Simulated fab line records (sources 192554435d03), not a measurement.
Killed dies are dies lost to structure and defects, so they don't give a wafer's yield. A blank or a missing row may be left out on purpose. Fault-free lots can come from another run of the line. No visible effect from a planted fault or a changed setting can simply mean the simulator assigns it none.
Split-lot study || flow n5Finfet || on a route of 1938 steps: 7 lots, 17 wafers read

## SPLIT DETAILS
At N5_BEOL_M1_SPUTTER_79 (material Cu, target thk 4.5 nm, time 8.29 s), the setting timeS was moved away from the recipe's 8.29 s on 5 of the 17 wafers read, by -14.4% to +4.9%. For the rest of the wafers, this setting stayed at what the recipe calls for.

The split's own step is where the reading is taken.

## THE READING
Cu_of_BEOL_M1_SPUTTER_79.thkNm (the simulator's own value, which no gauge read), in nm, at N5_BEOL_M1_SPUTTER_79 (material Cu, target thk 4.5 nm, time 8.29 s). No usual value for it is given in the file. Across the 12 wafers here that went through the recipe, the average is 4.4 nm and the standard deviation 0.13 nm.

{"wafer": "L075.2", "tool, chamber at the split": "pvdSputter-01, -", "timeS as run, s": 8.29, "against the recipe": "recipe", "Cu_of_BEOL_M1_SPUTTER_79.thkNm, nm": 4.4, "against lot-mates on the recipe": "-"}
{"wafer": "L075.5", "tool, chamber at the split": "pvdSputter-01, -", "timeS as run, s": 8.29, "against the recipe": "recipe", "Cu_of_BEOL_M1_SPUTTER_79.thkNm, nm": 4.2, "against lot-mates on the recipe": "-"}
{"wafer": "L075.6", "tool, chamber at the split": "pvdSputter-01, -", "timeS as run, s": 7.48, "against the recipe": "-9.8%", "Cu_of_BEOL_M1_SPUTTER_79.thkNm, nm": 4, "against lot-mates on the recipe": -0.3}
{"wafer": "L080.1", "tool, chamber at the split": "pvdSputter-01, -", "timeS as run, s": 8.29, "against the recipe": "recipe", "Cu_of_BEOL_M1_SPUTTER_79.thkNm, nm": 4.4, "against lot-mates on the recipe": "-"}
{"wafer": "L080.2", "tool, chamber at the split": "pvdSputter-01, -", "timeS as run, s": 8.29, "against the recipe": "recipe", "Cu_of_BEOL_M1_SPUTTER_79.thkNm, nm": 4.4, "against lot-mates on the recipe": "-"}
{"wafer": "L080.3", "tool, chamber at the split": "pvdSputter-01, -", "timeS as run, s": 8.29, "against the recipe": "recipe", "Cu_of_BEOL_M1_SPUTTER_79.thkNm, nm": 4.4, "against lot-mates on the recipe": "-"}
{"wafer": "L083.1", "tool, chamber at the split": "pvdSputter-02, -", "timeS as run, s": 7.093, "against the recipe": "-14.4%", "Cu_of_BEOL_M1_SPUTTER_79.thkNm, nm": 4, "against lot-mates on the recipe": -0.5}
{"wafer": "L083.4", "tool, chamber at the split": "pvdSputter-02, -", "timeS as run, s": 8.29, "against the recipe": "recipe", "Cu_of_BEOL_M1_SPUTTER_79.thkNm, nm": 4.4, "against lot-mates on the recipe": "-"}
{"wafer": "L083.6", "tool, chamber at the split": "pvdSputter-02, -", "timeS as run, s": 8.29, "against the recipe": "recipe", "Cu_of_BEOL_M1_SPUTTER_79.thkNm, nm": 4.6, "against lot-mates on the recipe": "-"}
{"wafer": "L087.4", "tool, chamber at the split": "pvdSputter-02, -", "timeS as run, s": 8.29, "against the recipe": "recipe", "Cu_of_BEOL_M1_SPUTTER_79.thkNm, nm": 4.4, "against lot-mates on the recipe": "-"}
{"wafer": "L088.5", "tool, chamber at the split": "pvdSputter-01, -", "timeS as run, s": 8.29, "against the recipe": "recipe", "Cu_of_BEOL_M1_SPUTTER_79.thkNm, nm": 4.6, "against lot-mates on the recipe": "-"}
{"wafer": "L086.2", "tool, chamber at the split": "pvdSputter-03, -", "timeS as run, s": 7.777, "against the recipe": "-6.2%", "Cu_of_BEOL_M1_SPUTTER_79.thkNm, nm": 4.2, "against lot-mates on the recipe": "+0.0"}
{"wafer": "L086.3", "tool, chamber at the split": "pvdSputter-03, -", "timeS as run, s": 8.29, "against the recipe": "recipe", "Cu_of_BEOL_M1_SPUTTER_79.thkNm, nm": 4.2, "against lot-mates on the recipe": "-"}
{"wafer": "L086.4", "tool, chamber at the split": "pvdSputter-03, -", "timeS as run, s": 7.777, "against the recipe": "-6.2%", "Cu_of_BEOL_M1_SPUTTER_79.thkNm, nm": 4, "against lot-mates on the recipe": -0.2}
{"wafer": "L096.2", "tool, chamber at the split": "pvdSputter-01, -", "timeS as run, s": 8.29, "against the recipe": "recipe", "Cu_of_BEOL_M1_SPUTTER_79.thkNm, nm": 4.4, "against lot-mates on the recipe": "-"}
{"wafer": "L096.4", "tool, chamber at the split": "pvdSputter-01, -", "timeS as run, s": 8.29, "against the recipe": "recipe", "Cu_of_BEOL_M1_SPUTTER_79.thkNm, nm": 4.2, "against lot-mates on the recipe": "-"}
{"wafer": "L096.6", "tool, chamber at the split": "pvdSputter-01, -", "timeS as run, s": 8.696, "against the recipe": "+4.9%", "Cu_of_BEOL_M1_SPUTTER_79.thkNm, nm": 4.6, "against lot-mates on the recipe": "+0.3"}

FIT RESULTS
A straight line over all 17 wafers: Cu_of_BEOL_M1_SPUTTER_79.thkNm changes by +0.0341 nm for each +1% of timeS; r = +0.79; the points scatter about the line by 0.13 nm.
The same after taking each lot's own level away (the mean of its wafers on the recipe; 17 wafers): +0.0334 nm for each +1%; r = +0.88; scatter 0.087 nm.
Per that fit: largest timeS move, reading shift of 0.48 nm.
From 4.20 to 4.60 nm: that is the span of the lots' own levels, equal to 3.1 times the standard deviation above.
So the lot-to-lot level blurs the effect unless lot-mates are compared.
Check: -0.421 nm against its lot-mates is what the line predicts for one of the wafers moved furthest among these (-14.4%) when that wafer is left out of the fit. Against them it came out at -0.5 nm.

## FURTHER SPLITS ON THESE WAFERS
Note: prior to the reading, these wafers also went through further splits. Each is held against what the fit with the lots' levels taken away leaves over:
{"other split on the same wafers": "N5_HKMG_FIN_ETCH_58 sourceW", "wafers away from the commonest value": 4, "r with Cu_of_BEOL_M1_SPUTTER_79.thkNm (lot level and that fit taken away)": -0.58}
{"other split on the same wafers": "N5_MOL_CONTACT_COAG_ETCH_15 sourceW", "wafers away from the commonest value": 2, "r with Cu_of_BEOL_M1_SPUTTER_79.thkNm (lot level and that fit taken away)": "+0.08"}
{"other split on the same wafers": "N5_MOL_CONTACT_COAG_CVD_140 targetThkA", "wafers away from the commonest value": 7, "r with Cu_of_BEOL_M1_SPUTTER_79.thkNm (lot level and that fit taken away)": "+0.18"}
{"other split on the same wafers": "N5_BEOL_M0_SAQP_PECVD_03 timeS", "wafers away from the commonest value": 4, "r with Cu_of_BEOL_M1_SPUTTER_79.thkNm (lot level and that fit taken away)": -0.42}
{"other split on the same wafers": "N5_BEOL_M0_ETCH_138 sourceW", "wafers away from the commonest value": 9, "r with Cu_of_BEOL_M1_SPUTTER_79.thkNm (lot level and that fit taken away)": -0.15}

## FILE'S OWN FIT
Cu_of_BEOL_M1_SPUTTER_79.thkNm changes by +0.0334 nm for each +1% of timeS, r = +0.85.
